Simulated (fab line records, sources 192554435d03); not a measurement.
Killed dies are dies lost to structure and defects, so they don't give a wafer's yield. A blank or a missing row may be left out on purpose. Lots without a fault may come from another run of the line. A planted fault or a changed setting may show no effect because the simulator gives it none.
fab line records | flow n5_finfet
record lots=6 wafers=18 last_day=17
route steps=1938 shown BEOL_M8@1357 PASSIVATION@1936
lots that met no fault: from a run of the same line without faults
start_h: hours from the record's first day to the start of the lot's first wafer shown | wait_h: hours since the lot's step before | " the same as in the row above | L1.1+2: a row that stands for several wafers | - no value, or no start given | * or withheld: withheld | < > ~ a bound
route shown NAME@n: a module of which the file shows steps, and the number in the route of the first | usual: mean/standard deviation of fault-free wafers | same: alike in all rows | chamber/n: place in a boat | sites: the reading at each site | _std_site: their standard deviation | _edge_site: outer sites' mean less inner sites' | radius_mm: how far each site lies from the wafer's centre | mask NAME#n: copy n | behind: the tool/chamber that last shaped the wafer | hold: why the lot was held/for how many hours/how that ended | device: the transistor (n, p or np) that didn't switch | end of line: the same wafers' tests at the end of the route | a step without rows: its recipe alone | killed: dies lost to structure and defects at the first sort, not the wafer's yield | map: a wafer's dies, x killed, . not, _ none there
set.NAME: the setting as run; set.NAME@STEP: as run at that earlier step | model.NAME: the simulator's own value behind a step, which no gauge read
lots at some steps of the route; a table a step, a row a wafer
services: from which hour (start_h, from the record's first day; less than 0 if before it) a tool's chamber was out of use, for how many hours, and why
## steps
# step N5_BEOL_M8_COAT_64
# recipe resist=SiARC temp_c=220 time_s=60 spin_rpm=1500 resist_thk_nm=12
# step N5_BEOL_M8_COAT_71
# recipe resist=underlayer temp_c=205 time_s=60 spin_rpm=1500 resist_thk_nm=5
# step N5_BEOL_M8_COAT_22
# recipe resist=CAR-EUV spin_rpm=1500 resist_thk_nm=30
# step N5_BEOL_M8_EBR_24
# recipe solvent=PGMEA ebr_width_mm=1.5
# step N5_BEOL_M8_SOFTBAKE_23
# recipe temp_c=110 time_s=60 resist=CAR-EUV
# step N5_BEOL_M8_EXPOSE_25
# recipe mask_id=V7 na=0.33 source_shape=annular sigma_inner=0.4 sigma_outer=0.8 polarization=unpolarized target_cd_nm=40 dose_mj=42.5
# step N5_BEOL_M8_PEB_26
# recipe peb_temp_c=100 peb_time_s=60 resist=CAR-EUV
# step N5_BEOL_M8_DEVELOP_27
# recipe develop_time_s=30 developer=TMAH resist=CAR-EUV rinse_liquid=surfactant_rinse dry=air_spin dev_temp_c=23
# step N5_BEOL_M8_CD_MEAS_28
# recipe target_cd_nm=40 landing_energy_ev=500 detector=se_inlens
# usual cd_nm=40.00/0.22
# columns lot.wafer tool chamber start_h wait_h cd_nm
L380.2 cd_sem-01 0 198.84 - 39.89
L380.4 " 0 " " 39.89
L380.5 " 0 " " 39.73
L383.3 cd_sem-02 0 232.30 - 40.26
L383.5 " 0 " " 40.31
L383.6 " 0 " " 39.93
L387.2 cd_sem-03 0 248.26 - 40.22
L387.4 " 0 " " 40.09
L387.5 " 0 " " 40.07
L390.3 cd_sem-03 0 264.91 - 40.15
L390.4 " 0 " " 40.12
L390.6 " 0 " " 40.23
L399.2 cd_sem-01 0 320.16 - 40.08
L399.5 " 0 " " 40.06
L399.6 " 0 " " 40.43
L401.1 cd_sem-01 0 330.84 - 40.11
L401.3 " 0 " " 40.02
L401.6 " 0 " " 39.88
# step N5_BEOL_M8_OVL_MEAS_29
# recipe points_per_wafer=522
# usual V7_OVL=0.1/0.65
# same points_per_wafer=522
# columns lot.wafer tool chamber start_h wait_h V7_OVL[nm]
L380.2 overlay-01 0 198.87 0.0 0.1
L380.4 " 0 " " 0.7
L380.5 " 0 " " -0.1
L383.3 overlay-01 0 232.34 0.0 0.1
L383.5 " 0 " " -0.4
L383.6 " 0 " " 0.1
L387.2 overlay-01 0 248.30 0.0 0.3
L387.4 " 0 " " -0.5
L387.5 " 0 " " 0.5
L390.3 overlay-01 0 264.95 0.0 0.1
L390.4 " 0 " " -0.2
L390.6 " 0 " " 0.8
L399.2 overlay-01 0 320.20 0.0 0.0
L399.5 " 0 " " -0.2
L399.6 " 0 " " 0.3
L401.1 overlay-02 0 330.87 0.0 0.1
L401.3 " 0 " " 0.1
L401.6 " 0 " " -0.1
# step N5_BEOL_M8_INSPECT_30
# recipe mode=adi inspect_instrument=brightfield
# usual raw_defect_count=383/90
# columns lot.wafer tool chamber start_h wait_h raw_defect_count
L380.2 defect_inspect-02 - 198.93 0.0 294
L380.4 " - " " 454
L380.5 " - " " 331
L383.3 defect_inspect-02 - 232.39 0.0 524
L383.5 " - " " 462
L383.6 " - " " 541
L387.2 defect_inspect-01 - 248.35 0.0 358
L387.4 " - " " 373
L387.5 " - " " 357
L390.3 defect_inspect-01 - 265.00 0.0 362
L390.4 " - " " 527
L390.6 " - " " 244
L399.2 defect_inspect-02 - 320.25 0.0 553
L399.5 " - " " 544
L399.6 " - " " 339
L401.1 defect_inspect-02 - 330.93 0.1 375
L401.3 " - " " 387
L401.6 " - " " 378
# step N5_BEOL_M8_DESCUM_33
# recipe chemistry=O2 time_s=7 source_power_w=50 bias_power_w=20 pressure_mtorr=20 rf_frequency_hz=2.712e+07 temp_c=40 resist=CAR-EUV o2_flow_sccm=225
# usual drypump_motor_current_A=5.7/0.38 o2_flow_sccm=224.9/0.74 oes_product_au=0.79/0.096 rf_vpp_V=243.3/1.5 showerhead_plenum_p_Torr=2.10/0.091 throttle_valve_pct=20.42/0.22
# columns lot.wafer tool chamber start_h wait_h drypump_motor_current_A o2_flow_sccm oes_product_au rf_hours_counter_h rf_vpp_V showerhead_plenum_p_Torr throttle_valve_pct
L380.2 rie_diel-01 2 198.96 0.0 6.4 224.9 0.67 237 244.3 2.14 20.36
L380.4 " 1 " " 6.2 224.9 0.70 202 244.8 2.05 20.47
L380.5 " 3 " " 5.3 225.5 0.71 - 242.1 2.06 20.37
L383.3 rie_diel-01 2 232.42 0.0 6.3 225.6 0.67 249 244.1 2.13 20.38
L383.5 " 3 " " 5.3 225.2 0.70 - 243.4 2.06 20.40
L383.6 " 2 " " 6.3 224.4 0.67 - 244.5 2.13 20.38
L387.2 rie_diel-01 0 248.40 0.0 5.4 224.8 0.78 108 243.2 2.11 20.33
L387.4 " 1 " " 6.1 226.5 0.69 - 242.1 2.05 20.51
L387.5 " 0 " " 5.5 223.6 0.78 - 244.2 2.11 20.34
L390.3 rie_diel-01 1 265.22 0.2 6.1 225.3 0.70 229 243.6 2.04 20.54
L390.4 " 2 " " 6.4 224.4 0.96 - 244.1 2.13 19.98
L390.6 " 1 " " 6.1 226.2 0.68 - 243.3 2.04 20.52
L399.2 rie_diel-05 2 320.28 0.0 5.5 224.3 0.88 36 246.3 2.22 20.08
L399.5 " 0 " " 5.3 225.6 0.71 - 240.8 1.88 20.64
L399.6 " 3 " " 5.1 224.2 1.00 - 242.5 2.05 20.05
L401.1 rie_diel-01 3 330.97 0.0 5.3 225.2 0.93 17 243.5 2.05 20.08
L401.3 " 2 " " 6.3 226.7 0.89 29 242.7 2.12 19.99
L401.6 " 3 " " 5.3 225.6 0.92 - 241.5 2.05 20.06
# step N5_BEOL_M8_ETCH_72
# recipe chemistry=N2/H2 target=underlayer target_depth_a=65 mask_material=CAR-EUV time_s=5.2 ion_energy_ev=200 pressure_mtorr=30 source_w=840 bias_w=150 n2_flow_sccm=200 h2_flow_sccm=200 ends=cleared
# usual bias_w=149.9/0.45 chamber_pressure_mTorr=30.00/0.036 drypump_motor_current_A=5.7/0.38 etch_rf_on_time_s=5.21/0.14 oes_product_au=0.67/0.084 rf_vpp_V=524/3.3 showerhead_plenum_p_Torr=2.56/0.097 throttle_valve_pct=17.84/0.24
# columns lot.wafer tool chamber start_h wait_h bias_w chamber_pressure_mTorr drypump_motor_current_A etch_rf_on_time_s oes_product_au rf_hours_counter_h rf_vpp_V showerhead_plenum_p_Torr throttle_valve_pct model.CAR-EUV_of_BEOL_M8_COAT_22.thk_nm
L380.2 rie_diel-01 2 199.00 0.0 150.1 29.92 6.4 5.12 0.58 237 526 2.61 17.77 20.4
L380.4 " 1 " " 149.9 30.02 6.1 5.43 0.60 202 524 2.53 18.17 20.4
L380.5 " 3 " " 150.1 30.04 5.3 5.23 0.60 - 524 2.53 17.89 20.4
L383.3 rie_diel-01 2 232.46 0.0 148.5 29.99 6.4 5.18 0.57 249 525 2.60 17.80 20.4
L383.5 " 3 " " 149.4 30.01 5.3 5.25 0.60 - 522 2.52 17.94 20.6
L383.6 " 2 " " 148.5 29.98 6.4 5.10 0.57 - 528 2.60 17.80 20.6
L387.2 rie_diel-01 0 248.44 0.0 149.4 30.01 5.5 5.22 0.66 108 526 2.56 17.66 20.4
L387.4 " 1 " " 149.9 30.02 6.1 5.34 0.58 - 521 2.52 18.25 20.4
L387.5 " 0 " " 150.5 29.96 5.4 5.21 0.64 - 523 2.56 17.69 20.6
L390.3 rie_diel-01 1 265.26 0.0 149.2 29.97 6.1 5.48 0.57 229 523 2.52 18.23 20.4
L390.4 " 2 " " 150.3 29.98 6.3 5.01 0.83 - 526 2.60 17.33 20.4
L390.6 " 1 " " 149.3 29.99 6.1 5.49 0.57 - 522 2.52 18.22 20.4
L399.2 rie_diel-05 2 320.32 0.0 - - - - - - - - - 26.2
L399.5 " 0 " " - - - - - - - - - 26.2
L399.6 " 3 " " - - - - - - - - - 26.2
L401.1 rie_diel-01 3 331.00 0.0 - - - - - - - - - 26.2
L401.3 " 2 " " - - - - - - - - - 26.2
L401.6 " 3 " " - - - - - - - - - 26.2
# step N5_BEOL_M8_ETCH_65
# recipe chemistry=CF4 target=SiARC target_depth_a=156 mask_material=CAR-EUV time_s=26 ion_energy_ev=80 pressure_mtorr=40 source_w=545 bias_w=36 Ar_flow_sccm=100 cf4_flow_sccm=100 ends=cleared
# usual bias_w=36.00/0.12 cf4_flow_sccm=99.96/0.3 drypump_motor_current_A=5.7/0.38 etch_rf_on_time_s=26.1/0.69 oes_product_au=0.67/0.084 rf_vpp_V=184.1/1.2 showerhead_plenum_p_Torr=2.15/0.08 throttle_valve_pct=15.62/0.22
# columns lot.wafer tool chamber start_h wait_h bias_w cf4_flow_sccm drypump_motor_current_A etch_rf_on_time_s oes_product_au rf_hours_counter_h rf_vpp_V showerhead_plenum_p_Torr throttle_valve_pct model.CAR-EUV_of_BEOL_M8_COAT_22.thk_nm
L380.2 rie_diel-01 2 199.01 0.0 36.10 99.76 6.3 25.5 0.58 237 183.8 2.19 15.65 11.2
L380.4 " 1 " " 35.69 100.24 6.1 26.8 0.60 202 184.4 2.13 15.95 11
L380.5 " 3 " " 35.96 99.66 5.3 26.2 0.61 - 182.9 2.12 15.67 11.2
L383.3 rie_diel-01 2 232.47 0.0 36.23 100.37 6.4 25.8 0.57 249 185.2 2.18 15.68 11.2
L383.5 " 3 " " 35.93 100.33 5.3 26.3 0.60 - 184.0 2.11 15.68 11.4
L383.6 " 2 " " 36.10 100.29 6.4 25.8 0.58 - 184.3 2.18 15.68 11.4
L387.2 rie_diel-01 0 248.45 0.0 36.09 99.62 5.5 26.4 0.65 108 185.2 2.15 15.41 11.2
L387.4 " 1 " " 36.18 99.94 6.1 26.8 0.59 - 183.7 2.13 15.99 11.2
L387.5 " 0 " " 36.07 100.08 5.5 26.5 0.66 - 184.3 2.15 15.41 11.4
L390.3 rie_diel-01 1 265.28 0.0 36.00 100.69 6.1 27.3 0.58 229 182.8 2.12 15.99 11
L390.4 " 2 " " 35.87 100.41 6.4 25.4 0.83 - 184.4 2.18 15.18 11.2
L390.6 " 1 " " 35.81 100.61 6.1 27.3 0.58 - 184.7 2.12 16.00 11
L399.2 rie_diel-05 2 320.33 0.0 36.03 99.76 5.4 26.0 0.75 36 186.0 2.27 15.29 17
L399.5 " 0 " " 35.84 100.22 5.3 26.5 0.60 - 181.9 1.96 15.95 17
L399.6 " 3 " " 35.97 100.07 5.2 26.0 0.85 - 183.4 2.12 15.28 17
L401.1 rie_diel-01 3 331.02 0.0 35.92 100.31 5.3 25.5 0.79 17 183.4 2.10 15.25 17
L401.3 " 2 " " 36.01 100.12 6.3 25.4 0.77 29 184.2 2.17 15.23 17
L401.6 " 3 " " 36.02 99.92 5.3 25.7 0.78 - 184.1 2.10 15.26 17
# step N5_BEOL_M8_ETCH_66
# recipe chemistry=N2/H2 target=SOC target_depth_a=800 overetch_a=160 mask_material=SiARC temp_c=40 time_s=120 ion_energy_ev=200 pressure_mtorr=30 source_w=840 bias_w=150 n2_flow_sccm=200 h2_flow_sccm=200
# usual bias_w=150.0/0.48 chamber_pressure_mTorr=30.00/0.034 drypump_motor_current_A=5.7/0.38 oes_product_au=0.60/0.069 rf_vpp_V=524.3/2.9 showerhead_plenum_p_Torr=2.56/0.097 throttle_valve_pct=17.80/0.24
# columns lot.wafer tool chamber start_h wait_h bias_w chamber_pressure_mTorr drypump_motor_current_A oes_product_au rf_hours_counter_h rf_vpp_V showerhead_plenum_p_Torr throttle_valve_pct
L380.2 rie_diel-01 2 199.04 0.0 149.6 30.01 6.4 0.52 237 525.5 2.61 17.73
L380.4 " 1 " " 149.8 30.01 6.1 0.55 202 523.1 2.53 18.14
L380.5 " 3 " " 149.4 30.00 5.3 0.54 - 524.3 2.53 17.86
L383.3 rie_diel-01 2 232.50 0.0 149.5 29.99 6.4 0.52 249 525.4 2.60 17.76
L383.5 " 3 " " 150.5 30.00 5.3 0.54 - 522.8 2.52 17.88
L383.6 " 2 " " 149.6 29.97 6.4 0.51 - 525.8 2.60 17.74
L387.2 rie_diel-01 0 248.48 0.0 149.8 30.00 5.4 0.58 108 526.4 2.56 17.64
L387.4 " 1 " " 149.7 29.99 6.1 0.54 - 523.3 2.53 18.19
L387.5 " 0 " " 150.0 29.98 5.5 0.59 - 526.5 2.56 17.64
L390.3 rie_diel-01 1 265.30 0.0 149.7 30.03 6.1 0.53 229 523.3 2.52 18.20
L390.4 " 2 " " 149.4 30.01 6.4 0.74 - 524.3 2.60 17.30
L390.6 " 1 " " 150.6 30.04 6.1 0.54 - 523.8 2.52 18.18
L399.2 rie_diel-05 2 320.36 0.0 149.9 29.97 5.4 0.67 36 528.0 2.70 17.46
L399.5 " 0 " " 150.0 29.96 5.3 0.55 - 517.4 2.33 18.27
L399.6 " 3 " " 150.1 30.01 5.1 0.77 - 523.4 2.48 17.33
L401.1 rie_diel-01 3 331.05 0.0 150.4 30.02 5.3 0.69 17 523.1 2.51 17.50
L401.3 " 2 " " 150.7 30.00 6.4 0.68 29 524.2 2.59 17.36
L401.6 " 3 " " 151.1 30.00 5.3 0.69 - 524.4 2.51 17.49
# step N5_PASSIVATION_PROBE_49
# usual defect_limited_yield=90.9/1.5 killed_at_M0_to_M3=35/10 killed_at_M4_up=14/5.2 killed_at_contacts=13/7.3 killed_at_front_end=42/12 killed_at_other=3.4/2.5 killed_dies=108/18 killed_on_rim=14/4.2 killed_open=70/13 killed_short=35/8 sort_bin_5_function=5.4/1 sort_bin_6_memory=3.4/0.71 sort_n_pass=1072/18 sort_yield_pct=90.9/1.5
# same gross_dies=1180 killed_at_back_side=0 sort_bin_4_leakage[%]=0 sort_bin_8_speed[%]=0
# columns lot.wafer tool chamber start_h wait_h defect_limited_yield[%] killed_at_M0_to_M3 killed_at_M4_up killed_at_contacts killed_at_front_end killed_at_other killed_dies killed_on_rim killed_open killed_short sort_bin_5_function[%] sort_bin_6_memory[%] sort_n_pass sort_yield_pct[%]
L380.2 prober-02 - 273.73 0.1 93.1 21 16 9 33 2 81 6 58 21 4.2 2.6 1099 93.1
L380.4 prober-02 - 273.83 0.2 91.8 28 13 10 40 6 97 13 53 38 4.6 3.1 1083 91.8
L380.5 prober-02 - 273.88 0.2 92.5 24 16 19 29 1 89 12 53 34 4.4 2.5 1091 92.5
L383.3 prober-02 - 295.08 0.1 92.0 34 10 7 38 5 94 11 56 32 4.6 3.1 1086 92.0
L383.5 prober-02 - 295.18 0.2 91.0 45 19 5 34 3 106 17 71 31 5.0 3.6 1074 91.0
L383.6 prober-02 - 295.23 0.3 91.0 36 20 12 29 9 106 14 64 39 5.3 3.3 1074 91.0
L387.2 prober-02 - 321.02 0.1 92.3 29 20 5 34 3 91 10 58 28 4.5 3.0 1089 92.3
L387.4 prober-02 - 321.12 0.2 90.3 46 13 18 37 0 114 20 75 35 5.7 3.5 1066 90.3
L387.5 prober-02 - 321.17 0.2 93.1 44 14 4 18 2 82 10 55 27 4.1 2.8 1098 93.1
L390.3 prober-01 - 338.44 0.1 91.4 29 19 1 52 0 101 14 69 30 4.4 3.9 1079 91.4
L390.4 prober-01 - 338.49 0.2 88.6 44 13 6 69 3 135 17 90 44 7.4 3.9 1045 88.6
L390.6 prober-01 - 338.59 0.3 89.7 31 29 10 49 3 122 20 80 42 6.5 3.6 1058 89.7
L401.1 prober-01 - 404.08 0.0 89.9 22 22 30 44 1 119 16 92 26 5.3 4.6 1061 89.9
L401.3 prober-01 - 404.18 0.1 91.7 27 7 26 37 1 98 13 68 29 4.7 3.3 1082 91.7
L401.6 prober-01 - 404.33 0.3 88.3 39 16 39 43 1 138 20 99 37 6.3 5.1 1042 88.3
L399.2 prober-01 - 405.75 0.1 91.1 38 9 11 44 3 105 14 68 36 5.7 2.8 1075 91.1
L399.5 prober-01 - 405.90 0.2 91.4 25 13 9 52 3 102 9 64 32 5.4 3.0 1078 91.4
L399.6 prober-01 - 405.95 0.3 89.7 33 18 6 63 2 122 16 84 33 5.3 4.7 1058 89.7
# killed by level:class
L380.2 BEOL_M4:geometric_particle:open=12 MOL_CONTACT_COAG:geometric_particle:open=9 FIN_SAQP:geometric_particle:short=7 FIN_SAQP:geometric_particle:open=7 BEOL_M3:geometric_particle:open=6 GATE_CUT:geometric_particle:short=5 BEOL_M0_SAQP:geometric_particle:open=4 STI_FIN_REVEAL:geometric_particle:open=3
L380.4 BEOL_M0_SAQP:geometric_particle:short=11 MOL_CONTACT_COAG:geometric_particle:open=9 FIN_SAQP:geometric_particle:open=8 GATE_CUT:geometric_particle:short=7 BEOL_M0_SAQP:geometric_particle:open=7 FIN_SAQP:geometric_particle:short=6 ILD0:geometric_particle:open=4 GATE_CUT:geometric_particle:open=4
L380.5 MOL_CONTACT_COAG:geometric_particle:open=15 FIN_SAQP:geometric_particle:short=8 BEOL_M0_SAQP:geometric_particle:short=6 BEOL_M4:geometric_particle:open=6 FIN_SAQP:geometric_particle:open=5 BEOL_M3:geometric_particle:open=5 STARTING-WAFER:geometric_particle:short=5 BEOL_M0_SAQP:geometric_particle:open=4
L383.3 FIN_SAQP:geometric_particle:open=17 BEOL_M0_SAQP:geometric_particle:short=10 FIN_SAQP:geometric_particle:short=7 MOL_CONTACT_COAG:geometric_particle:open=6 BEOL_M2:geometric_particle:open=6 BEOL_M3:geometric_particle:open=5 BEOL_M4:geometric_particle:open=5 BEOL_M1:geometric_particle:open=4
L383.5 BEOL_M0_SAQP:geometric_particle:short=13 BEOL_M0_SAQP:geometric_particle:open=12 BEOL_M4:geometric_particle:open=10 FIN_SAQP:geometric_particle:open=7 BEOL_M2:geometric_particle:open=7 BEOL_M1:geometric_particle:open=5 MOL_CONTACT_COAG:geometric_particle:open=5 FIN_SAQP:geometric_particle:short=4
L383.6 BEOL_M0_SAQP:geometric_particle:short=11 MOL_CONTACT_COAG:geometric_particle:open=9 BEOL_M0_SAQP:geometric_particle:open=6 BEOL_M0:geometric_particle:open=6 BEOL_M4:geometric_particle:open=6 FIN_SAQP:geometric_particle:open=5 FIN_SAQP:geometric_particle:short=4 BEOL_M2:geometric_particle:open=4
L387.2 BEOL_M0_SAQP:geometric_particle:open=12 BEOL_M4:geometric_particle:open=11 FIN_SAQP:geometric_particle:open=6 FIN_SAQP:geometric_particle:short=4 STI_FIN_REVEAL:geometric_particle:open=4 GATE_CUT:geometric_particle:open=4 GATE_CUT:geometric_particle:short=4 BEOL_M0_SAQP:geometric_particle:short=4
L387.4 BEOL_M0_SAQP:geometric_particle:short=15 MOL_CONTACT_COAG:geometric_particle:open=14 BEOL_M2:geometric_particle:open=9 BEOL_M0_SAQP:geometric_particle:open=8 DUMMY_GATE:geometric_particle:open=7 BEOL_M3:geometric_particle:open=6 BEOL_M4:geometric_particle:open=5 STARTING-WAFER:geometric_particle:short=5
L387.5 BEOL_M4:geometric_particle:open=9 BEOL_M0_SAQP:geometric_particle:short=8 BEOL_M0_SAQP:geometric_particle:open=8 BEOL_M0:geometric_particle:open=7 BEOL_M1:geometric_particle:open=6 BEOL_M3:geometric_particle:short=5 FIN_SAQP:geometric_particle:open=4 GATE_CUT:geometric_particle:short=4
L390.3 FIN_SAQP:geometric_particle:open=12 STI_FIN_REVEAL:geometric_particle:open=10 BEOL_M4:geometric_particle:open=9 FIN_SAQP:geometric_particle:short=8 BEOL_M1:geometric_particle:open=8 BEOL_M2:geometric_particle:open=8 STARTING-WAFER:geometric_particle:short=6 DUMMY_GATE:geometric_particle:short=3
L390.4 FIN_SAQP:geometric_particle:open=20 FIN_SAQP:geometric_particle:short=16 STI_FIN_REVEAL:geometric_particle:open=16 BEOL_M2:geometric_particle:open=13 BEOL_M3:geometric_particle:open=7 BEOL_M1:geometric_particle:open=6 BEOL_M0_SAQP:geometric_particle:open=5 MOL_CONTACT_COAG:geometric_particle:open=5
L390.6 BEOL_M4:geometric_particle:open=16 FIN_SAQP:geometric_particle:short=10 STI_FIN_REVEAL:geometric_particle:open=9 BEOL_M0_SAQP:geometric_particle:open=8 BEOL_M1:geometric_particle:open=8 FIN_SAQP:geometric_particle:open=6 MOL_CONTACT_COAG:geometric_particle:open=6 DUMMY_GATE:geometric_particle:open=5
L401.1 MOL_CONTACT_COAG:geometric_particle:open=22 STI_FIN_REVEAL:geometric_particle:open=18 BEOL_M4:geometric_particle:open=13 DUMMY_GATE:geometric_particle:open=7 MOL_CONTACT_COAG:geometric_particle:short=7 BEOL_M3:geometric_particle:open=7 GATE_CUT:geometric_particle:short=5 BEOL_M2:geometric_particle:open=5
L401.3 MOL_CONTACT_COAG:geometric_particle:open=19 STI_FIN_REVEAL:geometric_particle:open=7 BEOL_M3:geometric_particle:open=7 MOL_CONTACT_COAG:geometric_particle:short=6 BEOL_M2:geometric_particle:open=6 FIN_SAQP:geometric_particle:open=5 FIN_SAQP:geometric_particle:short=5 BEOL_M0_SAQP:geometric_particle:short=5
L401.6 MOL_CONTACT_COAG:geometric_particle:open=35 FIN_SAQP:geometric_particle:short=17 BEOL_M2:geometric_particle:open=10 BEOL_M0_SAQP:geometric_particle:short=9 FIN_SAQP:geometric_particle:open=8 STI_FIN_REVEAL:geometric_particle:open=7 BEOL_M0_SAQP:geometric_particle:open=7 BEOL_M4:geometric_particle:open=6
L399.2 FIN_SAQP:geometric_particle:open=11 BEOL_M3:geometric_particle:open=11 STI_FIN_REVEAL:geometric_particle:open=9 BEOL_M0_SAQP:geometric_particle:open=8 MOL_CONTACT_COAG:geometric_particle:open=6 FIN_SAQP:geometric_particle:short=5 MOL_CONTACT_COAG:geometric_particle:short=5 BEOL_M0_SAQP:geometric_particle:short=5
L399.5 STI_FIN_REVEAL:geometric_particle:open=13 FIN_SAQP:geometric_particle:open=8 MOL_CONTACT_COAG:geometric_particle:open=8 FIN_SAQP:geometric_particle:short=7 GATE_CUT:geometric_particle:short=7 BEOL_M3:geometric_particle:open=5 GATE_CUT:geometric_particle:open=5 BEOL_M0_SAQP:geometric_particle:open=5
L399.6 STI_FIN_REVEAL:geometric_particle:open=18 FIN_SAQP:geometric_particle:open=14 BEOL_M0_SAQP:geometric_particle:open=10 BEOL_M0_SAQP:geometric_particle:short=8 BEOL_M3:geometric_particle:open=8 DUMMY_GATE:geometric_particle:open=7 FIN_SAQP:geometric_particle:short=6 MOL_CONTACT_COAG:geometric_particle:open=5
## services
# columns tool chamber start_h hours kind
rie_diel-05 2 204.27 - clean
rie_diel-05 2 204.27 - consumable_replace:focus_ring
rie_diel-05 2 204.27 - consumable_replace:showerhead
rie_diel-05 2 204.27 26.8 scheduled_down
rie_diel-05 2 204.27 26.8 vent_cycle
rie_diel-05 1 221.26 6.6 repair
rie_diel-01 2 235.67 - clean
rie_diel-01 2 235.67 - consumable_replace:focus_ring
rie_diel-01 2 235.67 13.8 scheduled_down
rie_diel-01 2 235.67 13.8 vent_cycle
rie_diel-01 2 252.91 7.8 repair
rie_diel-01 3 260.69 - clean
rie_diel-01 3 260.69 - consumable_replace:focus_ring
rie_diel-01 3 260.69 22.1 scheduled_down
rie_diel-01 3 260.69 22.1 vent_cycle
rie_diel-05 3 297.49 - clean
rie_diel-05 3 297.49 - consumable_replace:focus_ring
rie_diel-05 3 297.49 20.9 scheduled_down
rie_diel-05 3 297.49 20.9 vent_cycle
rie_diel-01 1 318.59 - clean
rie_diel-01 1 318.59 - consumable_replace:focus_ring
rie_diel-01 1 318.59 20.4 scheduled_down
rie_diel-01 1 318.59 20.4 vent_cycle
## key
first_sign step=N5_BEOL_M8_ETCH_72 reading=tool_record direction=missing
effect none on later readings
model_effect step=N5_BEOL_M8_ETCH_72 value=CAR-EUV_of_BEOL_M8_COAT_22.thk_nm without=20.43 struck=26.2
model_effect step=N5_BEOL_M8_ETCH_65 value=CAR-EUV_of_BEOL_M8_COAT_22.thk_nm without=11.27 struck=17
met_at N5_BEOL_M8_ETCH_72
struck_wafers L399.2,L399.5,L399.6,L401.1,L401.3,L401.6
onset_between 265.26 320.32
fault kind=skipped_step_whole tool=rie_diel-01,rie_diel-05 chamber=- onset_h=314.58 steps=N5_BEOL_M8_ETCH_72 scope=struck_lots_only
